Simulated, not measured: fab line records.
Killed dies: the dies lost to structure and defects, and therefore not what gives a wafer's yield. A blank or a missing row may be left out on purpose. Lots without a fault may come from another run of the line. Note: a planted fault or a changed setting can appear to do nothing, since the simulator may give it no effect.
fab line records	flow nand-harc
[record] lots = 6	wafers = 18	last-day = 32
route steps=1302 shown P_M0@280 P_M1@285 END@1302
lots with no fault: from the same line, run without faults
start-h: hours from the record's opening day to when the first of the lot's shown wafers began	wait-h: hours elapsed since this lot's preceding step	" the same as in the row above	L1.1+2: a row that stands for several wafers	- no value present, or no start provided	* or withheld: withheld	< > ~ a bound
route shown NAME@n: names a module that has steps shown in the file, with the first one's number in the route	usual: mean and standard deviation over wafers with no fault	same: alike in all rows	chamber/n: place in a boat	sites: readings site by site	_std_site: standard deviation across them	_edge_site: mean of outer sites minus mean of inner sites	radius-mm: how far each site lies from the wafer's centre	mask NAME#n: copy n	behind: the tool/chamber that last shaped the wafer	hold: what put the lot on hold/how long, in hours/how the hold closed	device: the transistor (n, p or np) that didn't switch	end of line: tests run on the same wafers once the route is complete	a step with no rows: only its recipe	killed: the dies lost at the first sort to structure and to defects; this is not the yield of the wafer	map: a wafer's dies, marking killed ones x, the rest . and places with no die _
set.NAME: setting as actually run; set.NAME@STEP: the setting as run at that earlier step	model.NAME: the simulator's own value behind a step, which no gauge read
lots seen at some steps along the route; tables by step, rows by wafer
services: the hour from which a tool's chamber was out of use, counted from the record's first day as start-h (under 0 if before that day), plus the number of hours and why
[[steps]]
[step NHARC_P_M0_SRD_25]
[step NHARC_P_M0_INSPECT_27]
[usual] raw-defect-count = 315/130
lot.wafer	tool	chamber	start-h	wait-h	raw-defect-count
L187.4	defect-inspect-02	-	132.29	0.0	410
L187.5	"	-	"	"	284
L187.6	"	-	"	"	324
L190.1	defect-inspect-02	-	152.10	0.0	247
L190.3	"	-	"	"	536
L190.5	"	-	"	"	355
L194.2	defect-inspect-01	-	194.85	0.0	305
L194.4	"	-	"	"	214
L194.6	"	-	"	"	295
L195.4	defect-inspect-01	-	211.79	0.0	239
L195.5	"	-	"	"	194
L195.6	"	-	"	"	206
L205.1	defect-inspect-01	-	311.11	0.0	297
L205.5	"	-	"	"	439
L205.6	"	-	"	"	360
L209.3	defect-inspect-02	-	342.44	0.0	314
L209.4	"	-	"	"	304
L209.6	"	-	"	"	270
[step NHARC_P_M0_PRE_CLEAN_31]
[recipe] time-s = 12	temp-c = 370	rf-power-w = 300	gas = NH3
[usual] heater-power-w = 613/53
lot.wafer	tool	chamber	start-h	wait-h	heater-power-w
L187.6	pecvd-02	1	132.40	0.1	614
L187.4	"	2	"	"	584
L187.5	"	0	"	"	608
L190.3	pecvd-01	2	152.18	0.1	559
L190.1	"	0	"	"	652
L190.5	"	1	"	"	650
L194.2	pecvd-02	0	194.92	0.1	636
L194.6	"	0	"	"	618
L194.4	"	1	"	"	659
L195.6	pecvd-02	1	211.90	0.1	633
L195.4	"	2	"	"	523
L195.5	"	0	"	"	625
L205.1	pecvd-04	0	311.20	0.1	616
L205.5	"	2	"	"	666
L205.6	"	1	"	"	596
L209.3	pecvd-02	2	342.54	0.1	616
L209.6	"	0	"	"	641
L209.4	"	1	"	"	569
[step NHARC_P_M0_DEP_32]
[recipe] target-thk-a = 300	temp-c = 370	target-thk-nm = 30	pressure-torr = 3	flow-sccm = 200	rf-w = 450	material = SiCN
[usual] chamber-pressure-Torr = 3.000/0.0059	heater-power-w = 565/55	showerhead-vpp-V = 1288/49
lot.wafer	tool	chamber	start-h	wait-h	chamber-pressure-Torr	heater-power-w	showerhead-vpp-V
L187.6	pecvd-02	1	132.56	0.2	2.997	598	1333
L187.4	"	2	"	"	2.998	558	1341
L187.5	"	0	"	"	2.998	476	1257
L190.3	pecvd-01	2	152.29	0.1	2.998	514	1170
L190.1	"	0	"	"	3.005	664	1315
L190.5	"	1	"	"	2.999	577	1262
L194.2	pecvd-02	0	195.00	0.1	2.995	539	1255
L194.6	"	0	"	"	3.004	540	1277
L194.4	"	1	"	"	2.994	595	1325
L195.6	pecvd-02	1	212.07	0.2	3.002	572	1306
L195.4	"	2	"	"	2.995	558	1327
L195.5	"	0	"	"	2.990	558	1258
L205.1	pecvd-04	0	311.30	0.1	3.007	573	1362
L205.5	"	2	"	"	2.997	536	1220
L205.6	"	1	"	"	2.994	605	1256
L209.3	pecvd-02	2	342.67	0.1	2.997	532	1355
L209.6	"	0	"	"	3.000	583	1275
L209.4	"	1	"	"	2.990	563	1279
[step NHARC_P_M1_DEP_00]
[recipe] target-thk-a = 1825	target-thk-nm = 182.5	temp-c = withheld	pressure-torr = 5	flow-sccm = 200	rf-w = 600	material = SiOC
[step NHARC_P_M1_DEHYDRATE_01]
[recipe] temp-c = 150	time-s = 120
[step NHARC_P_M1_HMDS_02]
[recipe] time-s = 30
[step NHARC_P_M1_COAT_34]
[recipe] temp-c = 200	time-s = 65
[step NHARC_P_M1_COAT_03]
[recipe] spin-rpm = 1500	resist-thk-nm = 90
[step NHARC_P_M1_SOFTBAKE_04]
[recipe] temp-c = 105	time-s = 55
[step NHARC_P_M1_EBR_05]
[step NHARC_P_M1_EXPOSE_06]
[recipe] na = 1.35	target-cd-nm = 130	dose-mj = 81.88	mask-id = P_M1
[usual] focus-offset-nm = 0.0/0.47
lot.wafer	tool	chamber	start-h	wait-h	mask	focus-offset-nm
L187.4	arfi-scanner-03	0	133.55	-	P_M1#0	-0.4
L187.5	"	0	"	"	P_M1#0	-0.3
L187.6	"	0	"	"	P_M1#0	0.0
L190.1	arfi-scanner-02	0	153.21	-	P_M1#0	0.8
L190.3	"	0	"	"	P_M1#0	0.9
L190.5	"	0	"	"	P_M1#0	0.3
L194.2	arfi-scanner-03	0	200.00	-	P_M1#0	0.2
L194.4	"	0	"	"	P_M1#0	0.6
L194.6	"	0	"	"	P_M1#0	0.9
L195.4	arfi-scanner-03	0	212.96	-	P_M1#0	-0.2
L195.5	"	0	"	"	P_M1#0	0.2
L195.6	"	0	"	"	P_M1#0	0.0
L205.1	arfi-scanner-03	0	312.34	-	P_M1#0	0.2
L205.5	"	0	"	"	P_M1#0	0.5
L205.6	"	0	"	"	P_M1#0	0.2
L209.3	arfi-scanner-01	0	343.58	-	P_M1#0	0.2
L209.4	"	0	"	"	P_M1#0	0.7
L209.6	"	0	"	"	P_M1#0	-0.1
[step NHARC_P_M1_PEB_07]
[recipe] peb-temp-c = 100	peb-time-s = 65
[step NHARC_P_M1_DEVELOP_08]
[recipe] develop-time-s = 35	dev-temp-c = 23
[step NHARC_P_M1_CD_MEAS_09]
[recipe] target-cd-nm = 130	landing-energy-ev = 500
[usual] cd-nm = 129.8/0.48
lot.wafer	tool	chamber	start-h	wait-h	cd-nm
L187.4	cd-sem-03	0	133.68	-	129.7
L187.5	"	0	"	"	129.6
L187.6	"	0	"	"	129.2
L190.1	cd-sem-01	0	153.35	-	129.0
L190.3	"	0	"	"	129.9
L190.5	"	0	"	"	129.7
L194.2	cd-sem-02	0	200.15	-	129.7
L194.4	"	0	"	"	130.0
L194.6	"	0	"	"	134.0
L195.4	cd-sem-03	0	213.09	-	130.1
L195.5	"	0	"	"	132.8
L195.6	"	0	"	"	132.9
L205.1	cd-sem-03	0	312.48	-	129.2
L205.5	"	0	"	"	129.2
L205.6	"	0	"	"	129.3
L209.3	cd-sem-03	0	343.71	-	130.5
L209.4	"	0	"	"	130.0
L209.6	"	0	"	"	130.0
[step NHARC_P_M1_OVL_MEAS_10]
[recipe] pitch-nm = 260
[usual] overlay-x-nm = 0.0/0.68	overlay-y-nm = 0.1/0.91
lot.wafer	tool	chamber	start-h	wait-h	overlay-x-nm	overlay-y-nm
L187.4	overlay-02	-	133.77	-	-0.2	-0.3
L187.5	"	-	"	"	0.3	-0.5
L187.6	"	-	"	"	0.9	-0.3
L190.1	overlay-01	-	153.44	-	0.1	-0.9
L190.3	"	-	"	"	-0.2	0.0
L190.5	"	-	"	"	0.2	-1.1
L194.2	overlay-02	-	200.24	-	1.2	-1.5
L194.4	"	-	"	"	1.4	-1.3
L194.6	"	-	"	"	1.4	-0.9
L195.4	overlay-01	-	213.18	-	-0.5	1.1
L195.5	"	-	"	"	-1.0	0.9
L195.6	"	-	"	"	-0.7	1.3
L205.1	overlay-02	-	312.57	-	0.0	-0.5
L205.5	"	-	"	"	0.3	0.2
L205.6	"	-	"	"	0.3	-0.5
L209.3	overlay-01	-	343.80	-	0.1	-0.4
L209.4	"	-	"	"	0.1	-0.4
L209.6	"	-	"	"	-0.9	-0.5
[step NHARC_P_M1_INSPECT_11]
[usual] raw-defect-count = 4.9/2.7
lot.wafer	tool	chamber	start-h	wait-h	raw-defect-count
L187.4	defect-inspect-01	-	133.80	0.0	1
L187.5	"	-	"	"	1
L187.6	"	-	"	"	4
L190.1	defect-inspect-01	-	153.48	0.0	5
L190.3	"	-	"	"	7
L190.5	"	-	"	"	4
L194.2	defect-inspect-01	-	200.27	0.0	4
L194.4	"	-	"	"	4
L194.6	"	-	"	"	6
L195.4	defect-inspect-01	-	213.21	0.0	5
L195.5	"	-	"	"	4
L195.6	"	-	"	"	5
L205.1	defect-inspect-02	-	312.60	0.0	10
L205.5	"	-	"	"	10
L205.6	"	-	"	"	9
L209.3	defect-inspect-01	-	343.84	0.0	3
L209.4	"	-	"	"	3
L209.6	"	-	"	"	4
[step NHARC_P_M1_DESCUM_14]
[recipe] time-s = 3	o2-flow-sccm = 200	ar-flow-sccm = 0	bias-power-w = 0	chemistry = O2
[usual] drypump-motor-current-A = 5.9/0.52	oes-product-au = 0.998/0.0071	rf-vpp-V = 57.9/0.83	showerhead-plenum-p-Torr = 1.92/0.077	throttle-valve-pct = 11.311/0.0087
[same] bias-power-w = 0
lot.wafer	tool	chamber	start-h	wait-h	drypump-motor-current-A	oes-product-au	rf-hours-counter-h	rf-vpp-V	showerhead-plenum-p-Torr	throttle-valve-pct	model.P_M1.cd-nm
L187.4	rie-diel-10	0	133.88	0.1	6.3	0.997	4	58.7	1.93	11.309	130.2
L187.5	"	2	"	"	6.0	1.004	-	58.7	1.98	11.309	129.8
L187.6	"	3	"	"	6.6	1.001	-	59.2	1.95	11.316	129.7
L190.1	rie-diel-10	1	153.54	0.1	6.5	0.993	4	59.3	1.82	11.308	129.3
L190.3	"	0	"	"	6.3	0.998	5	58.9	1.93	11.330	129.7
L190.5	"	1	"	"	6.5	0.991	-	59.2	1.82	11.296	129.6
L194.4	rie-diel-03	1	200.34	0.1	6.0	1.001	6	58.3	1.86	11.314	130.1
L194.2	"	3	"	"	4.8	1.000	4	58.0	1.84	11.316	129.9
L194.6	"	1	"	"	6.0	0.999	-	58.6	1.86	11.308	134
L195.4	rie-diel-10	0	213.28	0.1	6.4	0.997	9	57.0	1.93	11.300	129.7
L195.6	"	3	"	"	6.5	1.000	-	57.9	1.95	11.304	133.5
L195.5	"	0	"	"	6.4	1.002	-	57.5	1.93	11.290	132.9
L205.1	rie-diel-10	2	312.67	0.1	6.0	1.002	3	59.1	1.97	11.328	128.8
L205.6	"	1	"	"	6.5	1.002	-	58.0	1.82	11.318	129.7
L205.5	"	2	"	"	6.0	1.001	-	57.6	1.97	11.316	129.4
L209.4	rie-diel-10	2	343.90	0.1	6.0	0.995	4	58.0	1.97	11.307	129.9
L209.3	"	3	"	"	6.6	1.004	4	58.9	1.94	11.323	130.6
L209.6	"	3	"	"	6.6	1.005	-	57.9	1.94	11.316	130.8
[step NHARC_P_M1_ETCH_35]
[recipe] target-depth-a = 400	overetch-a = 120	time-s = 43.94	ion-energy-ev = 200	n2-flow-sccm = 150	h2-flow-sccm = 150	ar-flow-sccm = 0	rf-w = 400	bias-w = 150	chemistry = N2/H2
[usual] drypump-motor-current-A = 5.9/0.54	oes-product-au = 1.000/0.0062	rf-vpp-V = 430.7/2.4	showerhead-plenum-p-Torr = 2.05/0.083	throttle-valve-pct = 14.171/0.0093
lot.wafer	tool	chamber	start-h	wait-h	drypump-motor-current-A	oes-product-au	rf-hours-counter-h	rf-vpp-V	showerhead-plenum-p-Torr	throttle-valve-pct
L187.4	rie-diel-10	3	133.95	0.1	6.5	1.000	4	431.6	2.08	14.168
L187.5	"	3	"	"	6.6	0.998	-	431.5	2.08	14.170
L187.6	"	0	"	"	6.4	1.001	-	430.6	2.06	14.177
L190.3	rie-diel-10	0	153.64	0.1	6.4	1.006	5	431.8	2.06	14.165
L190.1	"	1	"	"	6.5	0.996	4	427.4	1.94	14.159
L190.5	"	2	"	"	6.0	1.006	-	432.1	2.11	14.175
L194.2	rie-diel-03	1	200.42	0.1	6.0	1.002	6	429.4	1.98	14.166
L194.4	"	0	"	"	5.7	0.989	6	434.9	2.18	14.182
L194.6	"	1	"	"	6.0	0.999	-	429.3	1.98	14.169
L195.4	rie-diel-10	0	213.38	0.1	6.4	0.993	9	430.3	2.06	14.168
L195.5	"	1	"	"	6.5	1.002	-	427.5	1.94	14.168
L195.6	"	2	"	"	6.0	0.997	-	432.9	2.11	14.171
L205.1	rie-diel-10	0	312.77	0.1	6.4	1.002	3	429.1	2.05	14.151
L205.6	"	1	"	"	6.5	1.004	-	426.3	1.94	14.181
L205.5	"	2	"	"	6.0	1.012	-	432.3	2.11	14.150
L209.3	rie-diel-10	2	343.98	0.1	6.0	0.994	4	432.9	2.11	14.162
L209.4	"	1	"	"	6.5	0.989	3	426.5	1.94	14.177
L209.6	"	3	"	"	6.6	0.992	-	431.9	2.07	14.163
[step NHARC_P_M1_ETCH_15]
[recipe] target-depth-a = 1825	time-s = 91.2	c4f8-flow-sccm = withheld	ar-flow-sccm = 400	rf-w = 600	bias-w = 300	chemistry = C4F8/Ar
[usual] oes-product-au = 0.953/0.021	rf-vpp-V = 440.9/2.5
lot.wafer	tool	chamber	start-h	wait-h	oes-product-au	rf-hours-counter-h	rf-vpp-V
L187.4	rie-diel-10	2	-	-	0.954	3	443.6
L187.6	"	0	"	"	0.985	-	441.2
L187.5	"	1	"	"	0.977	-	437.3
L190.1	rie-diel-10	1	-	-	0.963	4	436.5
L190.3	"	2	"	"	0.967	4	443.7
L190.5	"	1	"	"	0.953	-	438.4
L194.2	rie-diel-03	2	-	-	0.968	6	442.8
L194.4	"	0	"	"	0.949	6	445.4
L194.6	"	3	"	"	0.976	-	438.4
L195.4	rie-diel-10	3	-	-	0.961	9	442.3
L195.6	"	3	"	"	0.956	-	441.4
L195.5	"	0	"	"	0.953	-	440.9
L205.1	rie-diel-10	0	-	-	0.981	3	440.4
L205.6	"	3	"	"	0.972	-	440.6
L205.5	"	0	"	"	0.969	-	440.5
L209.3	rie-diel-10	3	-	-	0.963	4	442.7
L209.4	"	2	"	"	0.962	4	441.7
L209.6	"	0	"	"	0.972	-	440.6
[step NHARC_P_M1_CD_MEAS_16]
[usual] cd-nm = 129.8/0.61
lot.wafer	tool	chamber	start-h	wait-h	cd-nm
L187.4	cd-sem-01	-	134.17	-	130.2
L187.5	"	-	"	"	130.1
L187.6	"	-	"	"	129.7
L190.1	cd-sem-03	-	153.84	-	129.3
L190.3	"	-	"	"	129.4
L190.5	"	-	"	"	129.3
L194.2	cd-sem-03	-	200.64	-	129.9
L194.4	"	-	"	"	129.9
L194.6	"	-	"	"	133.9
L195.4	cd-sem-02	-	213.59	-	129.3
L195.5	"	-	"	"	132.9
L195.6	"	-	"	"	133.1
L205.1	cd-sem-03	-	312.97	-	128.3
L205.5	"	-	"	"	129.3
L205.6	"	-	"	"	129.5
L209.3	cd-sem-01	-	344.21	-	130.7
L209.4	"	-	"	"	129.7
L209.6	"	-	"	"	130.5
[step NHARC_P_M1_STRIP_18]
[recipe] power-w = 1000	n2-flow-sccm = 150	h2-flow-sccm = 150	ar-flow-sccm = 0	bias-w = 0	chemistry = N2/H2
[usual] drypump-motor-current-A = 6.0/0.47	oes-product-au = 0.997/0.0071	rf-vpp-V = 90.7/0.89	showerhead-plenum-p-Torr = 2.04/0.086	throttle-valve-pct = 14.171/0.0086
lot.wafer	tool	chamber	start-h	wait-h	drypump-motor-current-A	oes-product-au	rf-hours-counter-h	rf-vpp-V	showerhead-plenum-p-Torr	throttle-valve-pct
L187.4	rie-diel-10	3	134.32	0.1	6.5	1.006	4	92.1	2.08	14.171
L187.5	"	0	"	"	6.3	0.998	-	91.0	2.06	14.177
L187.6	"	1	"	"	6.5	0.998	-	90.5	1.94	14.192
L190.3	rie-diel-10	2	153.94	0.1	6.0	0.998	4	91.8	2.11	14.166
L190.1	"	0	"	"	6.3	1.000	5	91.2	2.06	14.171
L190.5	"	1	"	"	6.5	0.994	-	91.1	1.94	14.175
L194.4	rie-diel-10	2	200.71	0.1	6.0	1.004	8	90.1	2.11	14.154
L194.2	"	0	"	"	6.3	1.009	8	90.5	2.06	14.173
L194.6	"	2	"	"	6.0	1.000	-	92.3	2.11	14.166
L195.4	rie-diel-03	1	213.65	0.1	6.0	1.002	7	88.8	1.98	14.183
L195.5	"	1	"	"	6.0	0.999	-	90.4	1.98	14.173
L195.6	"	2	"	"	5.9	0.992	-	90.8	2.08	14.146
L205.1	rie-diel-10	3	313.07	0.1	6.5	1.006	3	90.5	2.07	14.158
L205.6	"	2	"	"	6.0	0.993	-	91.0	2.11	14.173
L205.5	"	3	"	"	6.5	0.991	-	90.3	2.07	14.156
L209.3	rie-diel-03	1	344.33	0.1	6.0	0.985	3	91.3	1.98	14.166
L209.4	"	2	"	"	5.9	0.993	4	91.8	2.08	14.165
L209.6	"	0	"	"	5.7	0.978	-	91.0	2.18	14.175
[step NHARC_P_M1_ETCH_28]
[recipe] target-depth-a = 300	over-etch-frac = 0.3	time-s = 72.99	ion-energy-ev = 150	cf4-flow-sccm = 50	n2-flow-sccm = 100	ar-flow-sccm = 150	rf-w = 300	bias-w = 100	chemistry = CF4/N2
[usual] cf4-flow-sccm = 50.02/0.14	drypump-motor-current-A = 6.0/0.49	oes-product-au = 0.998/0.0078	rf-vpp-V = 313.9/2	showerhead-plenum-p-Torr = 2.61/0.1	throttle-valve-pct = 19.793/0.0088
[same] over-etch-frac = 0.3
lot.wafer	tool	chamber	start-h	wait-h	cf4-flow-sccm	drypump-motor-current-A	oes-product-au	rf-hours-counter-h	rf-vpp-V	showerhead-plenum-p-Torr	throttle-valve-pct	model.P_M1.cd-nm
L187.4	rie-diel-10	3	-	-	49.97	6.6	0.997	4	316.1	2.67	19.791	130
L187.6	"	3	"	"	50.08	6.6	1.001	-	315.3	2.67	19.786	129.3
L187.5	"	0	"	"	49.99	6.4	0.992	-	314.9	2.65	19.777	129.7
L190.3	rie-diel-10	3	-	-	49.83	6.5	0.994	5	313.2	2.67	19.787	129.9
L190.1	"	1	"	"	50.23	6.5	0.998	4	310.3	2.51	19.796	129
L190.5	"	2	"	"	50.16	6.0	1.013	-	314.6	2.71	19.791	128.9
L194.2	rie-diel-10	1	-	-	49.98	6.5	0.988	8	311.4	2.50	19.782	129.2
L194.4	"	2	"	"	50.27	6.0	1.011	8	314.8	2.71	19.791	130.3
L194.6	"	0	"	"	50.04	6.3	1.003	-	314.4	2.65	19.796	133.9
L195.4	rie-diel-03	1	-	-	50.09	6.0	0.992	7	312.2	2.55	19.807	129.5
L195.5	"	1	"	"	49.98	6.0	0.997	-	312.0	2.55	19.795	133.7
L195.6	"	2	"	"	50.30	5.9	0.987	-	315.0	2.68	19.790	132.4
L205.1	rie-diel-10	1	-	-	49.93	6.5	0.994	2	311.3	2.50	19.784	129.2
L205.5	"	3	"	"	49.91	6.6	0.997	-	313.7	2.67	19.789	129.4
L205.6	"	0	"	"	50.01	6.4	1.005	-	314.0	2.64	19.792	128.9
L209.4	rie-diel-03	3	-	-	49.88	4.8	0.995	4	312.9	2.52	19.800	130.1
L209.3	"	1	"	"	49.99	6.0	0.989	3	312.7	2.55	19.777	131.3
L209.6	"	3	"	"	50.15	4.8	0.991	-	313.8	2.52	19.782	130.9
[step NHARC_P_M1_STRIP_19]
[recipe] time-s = 600	temp-c = 30	chemistry = post-etch-residue-remover
[step NHARC_END_SORT_01]
[recipe] temp-c = 25
[usual] defect-limited-yield = 90/3.3	killed-at-array = 61/23	killed-at-other = 1.3/1.4	killed-at-periphery = 4.0/2.6	killed-dies = 66/22	killed-open = 3.4/1.8	killed-short = 2.3/1.4
[same] gross-dies = 677
lot.wafer	tool	chamber	start-h	wait-h	defect-limited-yield[%]	killed-at-array	killed-at-other	killed-at-periphery	killed-dies	killed-open	killed-short
L187.4	prober-01	0	573.10	3.4	83	112	0	0	112	2	1
L187.5	prober-01	0	573.90	3.7	85	99	0	1	100	4	1
L187.6	prober-01	0	574.70	4.0	84	106	0	1	107	7	3
L190.1	prober-02	0	596.89	2.5	87	78	3	4	85	3	3
L190.3	prober-02	0	598.51	3.1	88	75	2	4	81	3	2
L190.5	prober-02	0	600.12	3.7	87	79	2	4	85	2	5
L194.2	prober-01	0	629.27	2.8	84	103	6	2	111	2	3
L194.4	prober-01	0	630.88	3.4	83	112	0	2	114	6	4
L194.6	prober-01	0	632.49	4.0	86	89	4	1	94	6	2
L195.4	prober-01	0	643.01	3.4	83	115	0	2	117	4	3
L195.5	prober-01	0	643.81	3.7	85	101	1	2	104	5	3
L195.6	prober-01	0	644.60	4.0	83	106	3	3	112	2	3
L205.1	prober-02	0	765.01	2.5	90	60	0	9	69	1	5
L205.5	prober-02	0	768.20	3.7	89	65	0	9	74	3	4
L205.6	prober-02	0	769.00	4.0	89	69	0	6	75	1	3
L209.3	prober-02	0	774.43	3.1	88	77	1	3	81	3	5
L209.4	prober-02	0	775.23	3.4	90	68	0	1	69	4	5
L209.6	prober-02	0	776.83	4.0	91	58	0	0	58	1	2
// killed by level:class
L187.4 A_CHANNEL_HOLE_D1:chamber-film-flake=37 A_CHANNEL_HOLE_D2:chamber-film-flake=32 A_SLIT:chamber-film-flake=31 A_WL_FILL:chamber-film-flake=2 A_CONTACT:chamber-film-flake=2 A_M0:chamber-film-flake=2 A_ONON_D1:geometric-particle:open=1 A_ONON_D2:geometric-particle:short=1
L187.5 A_CHANNEL_HOLE_D2:chamber-film-flake=39 A_CHANNEL_HOLE_D1:chamber-film-flake=31 A_SLIT:chamber-film-flake=20 A_CHANNEL_FILL_D1:geometric-particle:open=2 A_CHANNEL_FILL_D1:chamber-film-flake=2 P_M1:geometric-particle:short=1 A_ONON_D1:geometric-particle:open=1 A_M1:geometric-particle:open=1
L187.6 A_CHANNEL_HOLE_D2:chamber-film-flake=36 A_SLIT:chamber-film-flake=29 A_CHANNEL_HOLE_D1:chamber-film-flake=22 A_WL_FILL:chamber-film-flake=3 A_M0:chamber-film-flake=3 A_ONON_D1:geometric-particle:open=2 A_CHANNEL_FILL_D1:geometric-particle:short=2 P_M0:geometric-particle:open=1
L190.1 A_CHANNEL_HOLE_D2:chamber-film-flake=37 A_SLIT:chamber-film-flake=26 A_CONTACT:chamber-film-flake=7 A_STAIRCASE:chamber-film-flake=4 THIN_TSV:chamber-film-flake=3 P_STI:geometric-particle:short=1 P_GATE:geometric-particle:open=1 P_M0:geometric-particle:open=1
L190.3 A_SLIT:chamber-film-flake=33 A_CHANNEL_HOLE_D2:chamber-film-flake=27 A_ZERO_WELL:chamber-film-flake=3 A_CONTACT:chamber-film-flake=3 P_GATE:chamber-film-flake=2 P_CONTACT:chamber-film-flake=2 THIN_TSV:chamber-film-flake=2 A_M1:chamber-film-flake=2
L190.5 A_CHANNEL_HOLE_D2:chamber-film-flake=37 A_SLIT:chamber-film-flake=25 A_CONTACT:chamber-film-flake=4 P_CONTACT:chamber-film-flake=3 A_CHANNEL_HOLE_D1:chamber-film-flake=2 A_STAIRCASE:chamber-film-flake=2 THIN_TSV:chamber-film-flake=2 P_M0:geometric-particle:open=1
L194.2 A_SLIT:chamber-film-flake=34 A_CHANNEL_HOLE_D2:chamber-film-flake=31 A_CHANNEL_HOLE_D1:chamber-film-flake=30 THIN_TSV:chamber-film-flake=6 A_CONTACT:chamber-film-flake=4 P_CONTACT:geometric-particle:short=1 A_CHANNEL_FILL_D1:geometric-particle:short=1 A_CHANNEL_FILL_D1:geometric-particle:open=1
L194.4 A_CHANNEL_HOLE_D2:chamber-film-flake=31 A_CHANNEL_HOLE_D1:chamber-film-flake=30 A_SLIT:chamber-film-flake=29 A_CONTACT:chamber-film-flake=8 A_ONON_D2:geometric-particle:short=2 A_WL_FILL:chamber-film-flake=2 P_M0:geometric-particle:open=1 A_ONON_D1:geometric-particle:open=1
L194.6 A_SLIT:chamber-film-flake=26 A_CHANNEL_HOLE_D1:chamber-film-flake=25 A_CHANNEL_HOLE_D2:chamber-film-flake=24 A_CONTACT:chamber-film-flake=4 A_WL_FILL:chamber-film-flake=3 THIN_TSV:chamber-film-flake=3 A_ONON_D1:geometric-particle:open=1 A_ONON_D1:geometric-particle:short=1
L195.4 A_CHANNEL_HOLE_D2:chamber-film-flake=35 A_CHANNEL_HOLE_D1:chamber-film-flake=34 A_SLIT:chamber-film-flake=33 A_STAIRCASE:chamber-film-flake=4 P_STI:chamber-film-flake=2 A_ONON_D1:geometric-particle:open=1 A_CHANNEL_FILL_D1:geometric-particle:open=1 A_DECK1_JOINT:geometric-particle:open=1
L195.5 A_CHANNEL_HOLE_D2:chamber-film-flake=33 A_CHANNEL_HOLE_D1:chamber-film-flake=31 A_SLIT:chamber-film-flake=26 A_STAIRCASE:chamber-film-flake=3 A_BLC:geometric-particle:open=2 P_GATE:geometric-particle:short=1 P_M0:geometric-particle:short=1 A_ONON_D1:geometric-particle:short=1
L195.6 A_SLIT:chamber-film-flake=39 A_CHANNEL_HOLE_D1:chamber-film-flake=30 A_CHANNEL_HOLE_D2:chamber-film-flake=30 A_STAIRCASE:chamber-film-flake=2 A_ONON_D1:geometric-particle:short=1 A_DECK1_JOINT:geometric-particle:short=1 A_CONTACT:geometric-particle:open=1 STARTING-WAFER:geometric-particle:open=1
L205.1 A_SLIT:chamber-film-flake=23 A_CHANNEL_HOLE_D2:chamber-film-flake=18 A_CHANNEL_HOLE_D1:chamber-film-flake=9 P_CONTACT:chamber-film-flake=5 A_CONTACT:chamber-film-flake=3 A_ONON_D2:geometric-particle:short=2 P_STI:chamber-film-flake=2 A_CHANNEL_FILL_D1:chamber-film-flake=2
L205.5 A_SLIT:chamber-film-flake=25 A_CHANNEL_HOLE_D2:chamber-film-flake=20 A_CHANNEL_HOLE_D1:chamber-film-flake=9 P_CONTACT:chamber-film-flake=4 P_GATE:chamber-film-flake=2 A_ZERO_WELL:chamber-film-flake=2 A_CONTACT:chamber-film-flake=2 P_CONTACT:geometric-particle:open=1
L205.6 A_SLIT:chamber-film-flake=26 A_CHANNEL_HOLE_D2:chamber-film-flake=25 A_CHANNEL_HOLE_D1:chamber-film-flake=9 P_CONTACT:chamber-film-flake=4 A_CONTACT:chamber-film-flake=3 A_ONON_D2:geometric-particle:short=2 P_CONTACT:geometric-particle:short=1 A_DECK1_JOINT:geometric-particle:open=1
L209.3 A_SLIT:chamber-film-flake=29 A_CHANNEL_HOLE_D2:chamber-film-flake=28 A_CONTACT:chamber-film-flake=10 A_CHANNEL_HOLE_D2:geometric-particle:short=2 A_SGD_CUT:chamber-film-flake=2 A_M1:chamber-film-flake=2 P_GATE:geometric-particle:open=1 P_CONTACT:geometric-particle:open=1
L209.4 A_SLIT:chamber-film-flake=27 A_CHANNEL_HOLE_D2:chamber-film-flake=22 A_CONTACT:chamber-film-flake=5 A_SGD_CUT:chamber-film-flake=3 A_ONON_D2:geometric-particle:short=2 A_SOURCE_PLATE:geometric-particle:short=1 A_CHANNEL_HOLE_D1:geometric-particle:open=1 A_CHANNEL_FILL_D1:geometric-particle:open=1
L209.6 A_CHANNEL_HOLE_D2:chamber-film-flake=27 A_SLIT:chamber-film-flake=18 A_CONTACT:chamber-film-flake=5 A_SGD_CUT:chamber-film-flake=2 A_SOURCE_PLATE:geometric-particle:open=1 A_DECK1_JOINT:geometric-particle:short=1 A_ONON_D2:geometric-particle:short=1 A_CHANNEL_HOLE_D1:chamber-film-flake=1
[[services]]
tool	chamber	start-h	hours	kind
rie-diel-03	3	109.27	19.2	repair
arfi-scanner-03	-	120.58	4.4	repair
arfi-scanner-01	-	127.57	2.0	repair
pecvd-01	-	130.00	13.0	pm
arfi-scanner-02	-	140.00	4.0	pm
arfi-scanner-01	-	146.13	0.6	repair
arfi-scanner-01	-	156.30	0.2	repair
rie-diel-03	3	161.59	13.2	repair
pecvd-01	-	170.44	0.2	repair
arfi-scanner-01	-	176.67	3.1	repair
rie-diel-10	2	185.12	8.0	repair
arfi-scanner-03	-	196.00	4.0	pm
rie-diel-03	3	197.84	1.9	repair
arfi-scanner-01	-	210.07	1.5	repair
arfi-scanner-03	-	223.58	2.6	repair
pecvd-02	-	227.11	13.0	pm
pecvd-01	0	236.77	17.1	repair
rie-diel-10	-	242.50	9.0	pm
pecvd-04	-	269.54	13.0	pm
rie-diel-03	-	281.30	9.0	pm
pecvd-04	1	285.51	4.9	repair
pecvd-01	-	311.00	13.0	pm
arfi-scanner-03	-	322.38	1.1	repair
rie-diel-10	2	334.37	2.5	repair
[[key]]
[first-sign] step = NHARC_P_M1_CD_MEAS_09	reading = cd-nm	direction = up	sigmas = 7	usual = 129.8	struck = 133.2
[effect] step = NHARC_P_M1_CD_MEAS_16	reading = cd-nm	direction = up	sigmas = 5.7	usual = 129.8	struck = 133.3
[model-effect] step = NHARC_P_M1_DESCUM_14	value = P_M1.cd-nm	without = 130.1	struck = 133.5
[model-effect] step = NHARC_P_M1_ETCH_28	value = P_M1.cd-nm	without = 130	struck = 133.3
met-at NHARC_P_M1_EXPOSE_06
struck-wafers L194.6,L195.5,L195.6
onset-between 133.55 200.00
[fault] kind = process-parameter-drift	tool = arfi-scanner-03	chamber = -	onset-h = 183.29	steps = NHARC_P_M1_EXPOSE_06	channel = focus-nm	offset = 65.237	shape = step	end-h = 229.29	scope = struck-wafers-only
